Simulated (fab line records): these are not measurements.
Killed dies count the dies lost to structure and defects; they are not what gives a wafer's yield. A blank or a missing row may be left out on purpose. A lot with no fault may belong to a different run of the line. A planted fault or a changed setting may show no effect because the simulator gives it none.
fab line records | flow nand_harc | part 2 of 2: steps 28 to 35 of 35
record lots=5 | wafers=15 | last_day=33
route steps=1302 shown A_BLC@1122 A_M0@1137
lots with no fault: from the same line, run without faults
start_h: hours from the record's opening day to when the first of the lot's shown wafers began | wait_h: hours from the lot's prior step to this one | " same as the row above | L1.1+2: a single row standing in for several wafers | - either no value or no given start | * or withheld: withheld | < > ~ a bound
route shown NAME@n: names a module that has steps shown in the file, with the first one's number in the route | usual: mean/standard deviation of fault-free wafers | same: alike in all rows | chamber/n: place in a boat | sites: each site's reading | _std_site: their standard deviation | _edge_site: the outer-site mean with the inner-site mean subtracted | radius_mm: how far each site lies from the wafer's centre | mask NAME#n: copy n | behind: the most recent tool/chamber to have shaped the wafer | hold: cause of the lot's hold/its duration in hours/its outcome | device: the n, p or np transistor that did not switch | end of line: at the end of the route, the tests of the same wafers | a step without rows: its recipe alone | killed: the dies lost at the first sort to structure and to defects; this is not the yield of the wafer | map: dies across one wafer; x = killed, . = not, _ = none there
set.NAME: the run value of the setting; set.NAME@STEP: its run value at that earlier step | model.NAME: the simulator's own value behind a step, which no gauge read
lots at some steps of the route; a table a step, a row a wafer
services: the hour from which a tool's chamber was out of use, counted from the record's first day as start_h (under 0 if before that day), plus the number of hours and why
## steps
# step NHARC_A_M0_DESCUM_14
# recipe time_s=3 | o2_flow_sccm=200 | ar_flow_sccm=0 | bias_power_w=0 | chemistry=O2
# usual drypump_motor_current_A=5.7/0.4 | oes_product_au=1.001/0.014 | rf_vpp_V=57.8/0.85 | showerhead_plenum_p_Torr=1.88/0.075 | throttle_valve_pct=11.311/0.0097
lot.wafer | tool        | chamber | start_h | wait_h | drypump_motor_current_A | oes_product_au | rf_hours_counter_h | rf_vpp_V | showerhead_plenum_p_Torr | throttle_valve_pct
L075.3    | rie_diel-12 | 1       | 533.19  | 0.1    | 5.6                     | 0.985          | 3.2                | 56.6     | 1.98                     | 11.301
L075.6    | "           | 3       | "       | "      | 5.9                     | 0.997          | -                  | 58.4     | 1.84                     | 11.320
L075.4    | "           | 2       | "       | "      | 5.5                     | 0.993          | -                  | 58.4     | 1.87                     | 11.297
L079.2    | rie_diel-12 | 3       | 583.44  | 0.1    | 5.9                     | 1.007          | 6.3                | 58.1     | 1.84                     | 11.318
L079.4    | "           | 2       | "       | "      | 5.5                     | 1.004          | -                  | 58.8     | 1.87                     | 11.306
L079.3    | "           | 3       | "       | "      | 5.9                     | 1.004          | -                  | 58.0     | 1.84                     | 11.309
L080.2    | rie_diel-12 | 2       | 588.50  | 0.1    | 5.5                     | 1.003          | 6.6                | 57.2     | 1.87                     | 11.326
L080.1    | "           | 3       | "       | "      | 5.9                     | 0.998          | 6.7                | 57.3     | 1.84                     | 11.323
L080.5    | "           | 3       | "       | "      | 5.9                     | 1.006          | -                  | 57.8     | 1.84                     | 11.294
L096.1    | rie_diel-09 | 1       | 736.15  | 0.1    | 6.3                     | 0.994          | 4.5                | 59.1     | 1.97                     | 11.320
L096.6    | "           | 1       | "       | "      | 6.3                     | 1.008          | -                  | 58.1     | 1.97                     | 11.314
L096.5    | "           | 2       | "       | "      | 5.8                     | 1.018          | -                  | 57.2     | 1.81                     | 11.309
L095.2    | rie_diel-09 | 0       | 739.29  | 0.1    | 5.9                     | 0.985          | 3.6                | 58.1     | 1.81                     | 11.324
L095.3    | "           | 1       | "       | "      | 6.4                     | 0.998          | 4.7                | 58.4     | 1.97                     | 11.290
L095.6    | "           | 0       | "       | "      | 5.9                     | 1.005          | -                  | 59.0     | 1.81                     | 11.318
# step NHARC_A_M0_ETCH_34
# recipe target_depth_a=400 | overetch_a=120 | time_s=43.94 | ion_energy_ev=200 | n2_flow_sccm=150 | h2_flow_sccm=150 | ar_flow_sccm=0 | rf_w=400 | bias_w=150 | chemistry=N2/H2
# usual drypump_motor_current_A=5.8/0.37 | oes_product_au=1.002/0.013 | rf_vpp_V=429.4/2.5 | showerhead_plenum_p_Torr=2.00/0.085 | throttle_valve_pct=14.171/0.0093
lot.wafer | tool        | chamber | start_h | wait_h | drypump_motor_current_A | oes_product_au | rf_hours_counter_h | rf_vpp_V | showerhead_plenum_p_Torr | throttle_valve_pct
L075.3    | rie_diel-12 | 2       | 533.30  | 0.1    | 5.5                     | 0.988          | 4.0                | 429.5    | 1.99                     | 14.176
L075.4    | "           | 3       | "       | "      | 5.9                     | 0.984          | -                  | 428.1    | 1.96                     | 14.168
L075.6    | "           | 1       | "       | "      | 5.6                     | 0.989          | -                  | 432.0    | 2.12                     | 14.190
L079.2    | rie_diel-12 | 2       | 583.57  | 0.1    | 5.5                     | 1.003          | 6.1                | 428.7    | 1.99                     | 14.172
L079.3    | "           | 3       | "       | "      | 5.9                     | 0.991          | -                  | 427.7    | 1.96                     | 14.181
L079.4    | "           | 2       | "       | "      | 5.5                     | 0.999          | -                  | 429.3    | 1.99                     | 14.169
L080.1    | rie_diel-12 | 3       | 588.62  | 0.1    | 5.9                     | 0.986          | 6.8                | 428.0    | 1.96                     | 14.156
L080.2    | "           | 0       | "       | "      | 5.7                     | 0.989          | 4.5                | 427.6    | 1.89                     | 14.163
L080.5    | "           | 0       | "       | "      | 5.7                     | 0.995          | -                  | 426.0    | 1.89                     | 14.170
L096.1    | rie_diel-09 | 3       | 736.23  | 0.1    | 6.2                     | 1.006          | 3.9                | 424.9    | 1.89                     | 14.154
L096.6    | "           | 3       | "       | "      | 6.2                     | 1.006          | -                  | 426.3    | 1.89                     | 14.190
L096.5    | "           | 0       | "       | "      | 5.9                     | 0.989          | -                  | 427.3    | 1.92                     | 14.170
L095.2    | rie_diel-09 | 1       | 739.38  | 0.1    | 6.3                     | 0.995          | 4.7                | 433.1    | 2.10                     | 14.176
L095.3    | "           | 2       | "       | "      | 5.8                     | 1.010          | 5.0                | 429.0    | 1.93                     | 14.160
L095.6    | "           | 0       | "       | "      | 5.9                     | 0.995          | -                  | 429.1    | 1.92                     | 14.172
# step NHARC_A_M0_ETCH_15
# recipe target_depth_a=1500 | overetch_a=150 | time_s=82.5 | c4f8_flow_sccm=withheld | ar_flow_sccm=400 | rf_w=600 | bias_w=300 | chemistry=C4F8/Ar
# usual oes_product_au=0.953/0.025 | rf_vpp_V=439.8/2.6
lot.wafer | tool        | chamber | start_h | wait_h | oes_product_au | rf_hours_counter_h | rf_vpp_V
L075.3    | rie_diel-12 | 1       | -       | -      | 0.952          | 3.3                | 444.0
L075.4    | "           | 3       | "       | "      | 0.942          | -                  | 437.8
L075.6    | "           | 1       | "       | "      | 0.953          | -                  | 442.2
L079.2    | rie_diel-12 | 2       | 583.70  | 0.1    | 0.940          | 6.2                | 439.7
L079.3    | "           | 3       | "       | "      | 0.946          | -                  | 438.3
L079.4    | "           | 2       | "       | "      | 0.935          | -                  | 440.1
L080.1    | rie_diel-12 | 2       | -       | -      | 0.946          | 6.7                | 437.8
L080.2    | "           | 0       | "       | "      | 0.931          | 4.7                | 437.0
L080.5    | "           | 2       | "       | "      | 0.944          | -                  | 439.2
L096.1    | rie_diel-09 | 0       | -       | -      | 0.957          | 3.6                | 438.2
L096.6    | "           | 0       | "       | "      | 0.959          | -                  | 438.4
L096.5    | "           | 1       | "       | "      | 0.955          | -                  | 443.0
L095.3    | rie_diel-09 | 1       | -       | -      | 0.980          | 4.7                | 443.9
L095.2    | "           | 2       | "       | "      | 1.008          | 5.0                | 437.6
L095.6    | "           | 0       | "       | "      | 0.958          | -                  | 438.3
# step NHARC_A_M0_CD_MEAS_16
# usual cd_nm=80.2/1.2
lot.wafer | tool      | chamber | start_h | wait_h | cd_nm
L075.3    | cd_sem-02 | -       | 533.53  | -      | 79.6
L075.4    | "         | -       | "       | "      | 79.6
L075.6    | "         | -       | "       | "      | 79.2
L079.2    | cd_sem-01 | -       | 583.86  | 0.1    | 79.6
L079.3    | "         | -       | "       | "      | 79.6
L079.4    | "         | -       | "       | "      | 80.9
L080.1    | cd_sem-01 | -       | 588.91  | -      | 78.7
L080.2    | "         | -       | "       | "      | 79.9
L080.5    | "         | -       | "       | "      | 80.5
L096.1    | cd_sem-03 | -       | 736.45  | -      | 82.1
L096.5    | "         | -       | "       | "      | 80.5
L096.6    | "         | -       | "       | "      | 79.4
L095.2    | cd_sem-01 | -       | 739.58  | -      | 82.2
L095.3    | "         | -       | "       | "      | 81.2
L095.6    | "         | -       | "       | "      | 82.0
# step NHARC_A_M0_STRIP_18
# recipe power_w=1000 | n2_flow_sccm=150 | h2_flow_sccm=150 | ar_flow_sccm=0 | bias_w=0 | chemistry=N2/H2
# usual drypump_motor_current_A=5.7/0.44 | oes_product_au=1.003/0.013 | rf_vpp_V=90.4/0.91 | showerhead_plenum_p_Torr=2.01/0.085 | throttle_valve_pct=14.171/0.0086
lot.wafer | tool        | chamber | start_h | wait_h | drypump_motor_current_A | oes_product_au | rf_hours_counter_h | rf_vpp_V | showerhead_plenum_p_Torr | throttle_valve_pct
L075.4    | rie_diel-13 | 1       | 533.62  | 0.1    | 5.4                     | 1.018          | 0.2                | 90.9     | 2.09                     | 14.160
L075.3    | "           | 3       | "       | "      | 5.6                     | 0.995          | 0.2                | 90.7     | 1.96                     | 14.175
L075.6    | "           | 1       | "       | "      | 5.4                     | 1.016          | -                  | 90.9     | 2.09                     | 14.175
L079.3    | rie_diel-13 | 1       | 583.96  | 0.1    | 5.4                     | 1.006          | 4.9                | 90.1     | 2.09                     | 14.183
L079.2    | "           | 2       | "       | "      | 6.3                     | 1.016          | 5.4                | 90.1     | 2.14                     | 14.153
L079.4    | "           | 3       | "       | "      | 5.6                     | 1.008          | 4.7                | 90.5     | 1.96                     | 14.178
L080.1    | rie_diel-13 | 3       | 588.99  | 0.1    | 5.6                     | 1.019          | 5.7                | 90.8     | 1.96                     | 14.189
L080.2    | "           | 2       | "       | "      | 6.3                     | 1.031          | 6.0                | 89.7     | 2.14                     | 14.165
L080.5    | "           | 0       | "       | "      | 4.8                     | 0.982          | -                  | 89.5     | 2.08                     | 14.172
L096.1    | rie_diel-13 | 2       | 736.57  | 0.1    | 6.3                     | 1.016          | 0.6                | 90.1     | 2.14                     | 14.157
L096.5    | "           | 0       | "       | "      | 4.8                     | 1.005          | -                  | 90.8     | 2.07                     | 14.161
L096.6    | "           | 1       | "       | "      | 5.4                     | 1.009          | -                  | 90.5     | 2.09                     | 14.170
L095.2    | rie_diel-13 | 0       | 739.68  | 0.1    | 4.9                     | 1.003          | 2.7                | 89.3     | 2.07                     | 14.157
L095.3    | "           | 1       | "       | "      | 5.4                     | 1.010          | 2.6                | 92.7     | 2.09                     | 14.168
L095.6    | "           | 0       | "       | "      | 4.8                     | 1.001          | -                  | 89.6     | 2.07                     | 14.165
# step NHARC_A_M0_STRIP_19
# recipe time_s=600 | temp_c=30 | chemistry=post_etch_residue_remover
# usual temp_c=30.00/0.11
lot.wafer | tool         | chamber | start_h | wait_h | temp_c
L075.4    | wet_bench-04 | 1       | 533.88  | -      | 29.91
L075.3    | "            | 2       | "       | "      | 30.01
L075.6    | "            | 5       | "       | "      | 29.77
L079.2    | wet_bench-03 | 4       | 584.21  | -      | 29.90
L079.4    | "            | 5       | "       | "      | 30.26
L079.3    | "            | 1       | "       | "      | 29.97
L080.1    | wet_bench-01 | 1       | 589.27  | -      | 29.96
L080.2    | "            | 2       | "       | "      | 29.95
L080.5    | "            | 5       | "       | "      | 29.90
L096.6    | wet_bench-01 | 4       | 736.81  | -      | 30.16
L096.1    | "            | 5       | "       | "      | 29.93
L096.5    | "            | 7       | "       | "      | 30.05
L095.2    | wet_bench-04 | 7       | 739.93  | -      | 30.02
L095.6    | "            | 1       | "       | "      | 29.93
L095.3    | "            | 2       | "       | "      | 30.09
# step NHARC_A_M0_DEGAS_28
# recipe temp_c=250 | time_s=60
# usual heater_power_w=319/30
lot.wafer | tool           | chamber | start_h | wait_h | heater_power_w
L075.4    | pvd_sputter-01 | -       | 534.14  | -      | 295
L075.3    | "              | -       | "       | "      | 309
L075.6    | "              | -       | "       | "      | 303
L079.4    | pvd_sputter-02 | -       | 584.47  | -      | 351
L079.3    | "              | -       | "       | "      | 322
L079.2    | "              | -       | "       | "      | 322
L080.1    | pvd_sputter-02 | -       | 589.54  | -      | 360
L080.2    | "              | -       | "       | "      | 304
L080.5    | "              | -       | "       | "      | 331
L096.1    | pvd_sputter-03 | -       | 737.08  | -      | 298
L096.5    | "              | -       | "       | "      | 358
L096.6    | "              | -       | "       | "      | 283
L095.3    | pvd_sputter-01 | -       | 740.20  | -      | 279
L095.2    | "              | -       | "       | "      | 362
L095.6    | "              | -       | "       | "      | 312
# step NHARC_A_M0_PRE_CLEAN_29
# recipe time_s=30 | temp_c=280 | gas=H2/He
# usual heater_power_w=392/36
lot.wafer | tool           | chamber | start_h | wait_h | heater_power_w
L075.4    | pvd_sputter-01 | -       | -       | -      | 385
L075.3    | "              | -       | "       | "      | 355
L075.6    | "              | -       | "       | "      | 379
L079.2    | pvd_sputter-02 | -       | -       | -      | 361
L079.4    | "              | -       | "       | "      | 388
L079.3    | "              | -       | "       | "      | 394
L080.1    | pvd_sputter-02 | -       | -       | -      | 443
L080.2    | "              | -       | "       | "      | 364
L080.5    | "              | -       | "       | "      | 429
L096.1    | pvd_sputter-03 | -       | -       | -      | 372
L096.5    | "              | -       | "       | "      | 370
L096.6    | "              | -       | "       | "      | 464
L095.3    | pvd_sputter-01 | -       | -       | -      | 453
L095.2    | "              | -       | "       | "      | 370
L095.6    | "              | -       | "       | "      | 370
## services
tool           | chamber | start_h | hours | kind
rie_diel-03    | 2       | 514.48  | 2.3   | repair
rie_diel-03    | 3       | 520.04  | 8.9   | repair
rie_diel-12    | 0       | 528.61  | 10.4  | repair
litho_track-06 | -       | 529.00  | 7.0   | pm
rie_diel-10    | 2       | 546.09  | 24.0  | repair
rie_diel-12    | 1       | 552.99  | 45.9  | repair
litho_track-04 | -       | 553.00  | 7.0   | pm
rie_diel-12    | 0       | 578.25  | 6.8   | repair
pvd_sputter-01 | -       | 582.00  | 10.0  | pm
rie_diel-12    | -       | 587.70  | 0.2   | repair
rie_diel-12    | 0       | 592.10  | 1.7   | repair
rie_diel-10    | -       | 596.50  | 9.0   | pm
rie_diel-12    | 2       | 598.78  | 8.2   | repair
rie_diel-12    | -       | 622.47  | 9.0   | pm
rie_diel-10    | 3       | 632.25  | 6.7   | repair
rie_diel-10    | 0       | 635.37  | 3.6   | repair
rie_diel-03    | -       | 635.42  | 9.0   | pm
litho_track-01 | -       | 680.00  | 7.0   | pm
rie_diel-12    | 0       | 691.65  | 2.1   | repair
litho_track-06 | -       | 704.00  | 7.0   | pm
rie_diel-10    | 0       | 704.27  | 7.6   | repair
rie_diel-12    | 0       | 710.66  | 5.4   | repair
rie_diel-12    | 1       | 726.78  | 1.8   | repair
litho_track-04 | -       | 728.00  | 7.0   | pm
